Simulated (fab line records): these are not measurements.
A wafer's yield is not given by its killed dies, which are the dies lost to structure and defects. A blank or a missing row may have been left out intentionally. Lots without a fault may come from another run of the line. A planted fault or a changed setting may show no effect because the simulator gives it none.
Struck lot and sound lot, side by side / flow n5 finfet / 15 steps out of a route of 1938
Sound: wafers L942.2, L942.4, L942.5. Struck: wafer L954.3; the same lot's L954.4 was not struck, so it is left out; see the end for the cause.
Order at every step that has rows: each side's tool, ch and its chambers, its first start. Under that, the readings that differ: sound wafers / struck wafers / difference of the means / sigmas: that difference in standard deviations of wafers without a fault.
alike: readings whose means differ by less than 2 such deviations, and words and numbers that are the same on both sides. not compared: withheld readings, readings that some wafer has no value for, bounds like >300 that may hide the same value, and numbers for which the record gives no deviation and whose values overlap.
The two part at a step that has a row with sigmas, a row that says differs or no value, or rows on one side only. Numbers that don't overlap but have no deviation are shown without sigmas and don't part them. A reading that every wafer of one side lacks parts them only if that side has two wafers or more.

first, 4 steps without rows for these wafers: N5_BEOL_M2_SOFTBAKE_23 (time 60 s); N5_BEOL_M2_EXPOSE_25 (exposes mask V1, defocus 5 nm); N5_BEOL_M2_PEB_26 (peb time 60 s); N5_BEOL_M2_DEVELOP_27 (develop time 30 s).
N5_BEOL_M2_CD_MEAS_28: target cd 26.2 nm, target cd y 24.1 nm.
  sound on cd sem-02 ch 0, day 7 19:32; struck on cd sem-03 ch 0, day 10 15:47
  alike: cd nm
N5_BEOL_M2_OVL_MEAS_29:
  sound on overlay-01 ch 0, day 7 19:35; struck on overlay-02 ch 0, day 10 15:49
reading=V1_OVL (nm); sound=-1.1 -1.2 -1.6; struck=0.4; difference=+1.7; sigmas=+3
N5_BEOL_M2_INSPECT_30: inspects for defects (brightfield).
  sound on defect inspect-01, day 7 19:38; struck on defect inspect-02, day 10 15:52
  alike: raw defect count
N5_BEOL_M2_DESCUM_33: chemistry O2, time 7 s.
  sound on rie diel-05 ch 0,2, day 7 19:43; struck on rie diel-06 ch 2, day 10 15:54
  alike: drypump motor current A, o2 flow sccm, oes product au, rf vpp V, showerhead plenum p Torr, throttle valve pct
  not compared: rf hours counter h
N5_BEOL_M2_ETCH_77: etches underlayer in N2/H2, target depth 6.5 nm, time 5.2 s.
  sound on rie diel-05 ch 0,2, day 7 19:45; struck on rie diel-06 ch 2, day 10 15:56
reading=etch rf on time s (s); sound=5.24 4.99 5.01; struck=5.33; difference=+0.25; sigmas=+2
reading=n2 flow sccm (sccm); sound=199.6 200.3 199.8; struck=201.3; difference=+1.4; sigmas=+2
  alike: drypump motor current A, oes product au, rf vpp V, showerhead plenum p Torr, throttle valve pct
  not compared: rf hours counter h
N5_BEOL_M2_ETCH_69: etches SiARC in CF4, target depth 15.6 nm, time 26 s.
  sound on rie diel-05 ch 0,2, day 7 19:46; struck on rie diel-06 ch 2, day 10 15:57
  alike: drypump motor current A, etch rf on time s, mfc ar sccm, oes product au, rf vpp V, showerhead plenum p Torr, throttle valve pct
  not compared: rf hours counter h
N5_BEOL_M2_ALD_98: deposits SiO2, target thk 2.5 nm, pulse time 1 s, co reactant pulse time 1 s.
  sound on ald sin-02 ch 0,1,3, day 7 19:51; struck on ald sin-02 ch 1, day 10 16:02
  alike: heater power w, precursor pulse height rel
N5_BEOL_M2_ETCHBACK_99: etches SiO2 in CHF3, target depth 5 nm, time 10.4 s.
  sound on rie diel-05 ch 0,1,3, day 7 23:32; struck on rie diel-02 ch 1, day 10 16:13
reading=oes product au (a.u.); sound=0.79 0.85 0.82; struck=0.69; difference=-0.13; sigmas=-2
reading=showerhead plenum p Torr (Torr); sound=2.18 2.19 2.26; struck=2.12; difference=-0.09; sigmas=-2
  alike: drypump motor current A, mfc ar sccm, rf vpp V, throttle valve pct
  not compared: rf hours counter h
N5_BEOL_M2_ETCH_70: etches SOC in N2/H2, target depth 80 nm, overetch 24 nm, time 130 s.
  sound on rie diel-05 ch 0,1,3, day 7 23:34; struck on rie diel-02 ch 1, day 10 16:15
reading=run length s (s); sound=153.4 152.9 153.6; struck=141.2; difference=-12.1; sigmas=-25
reading=model.SiARC_of_BEOL_M2_COAT_68.thk nm (nm); sound=5.4 5.6 6; struck=6.4; difference=+0.7; sigmas=
  alike: drypump motor current A, n2 flow sccm, oes product au, rf vpp V, showerhead plenum p Torr, throttle valve pct
  not compared: rf hours counter h
then, 1 step without rows for these wafers: N5_BEOL_M2_STRIP_71 (strips in N2/H2).
N5_BEOL_M4_RC_MEAS_101:
  sound on prober-02 ch 0, day 9 01:07; struck on prober-02 ch 0, day 11 17:55
  alike: DIBL_N, DIBL_P, IOFF_N, IOFF_P, ION_N, ION_P, SS_N, SS_P, VT_N, VT_P

## WHERE THEY PART
At N5_BEOL_M2_OVL_MEAS_29 first; at N5_BEOL_M2_ETCH_70 last (within this record only). Later steps at which nothing parts them and some readings are alike: N5_BEOL_M4_RC_MEAS_101.

WHY: the cause the simulator had injected
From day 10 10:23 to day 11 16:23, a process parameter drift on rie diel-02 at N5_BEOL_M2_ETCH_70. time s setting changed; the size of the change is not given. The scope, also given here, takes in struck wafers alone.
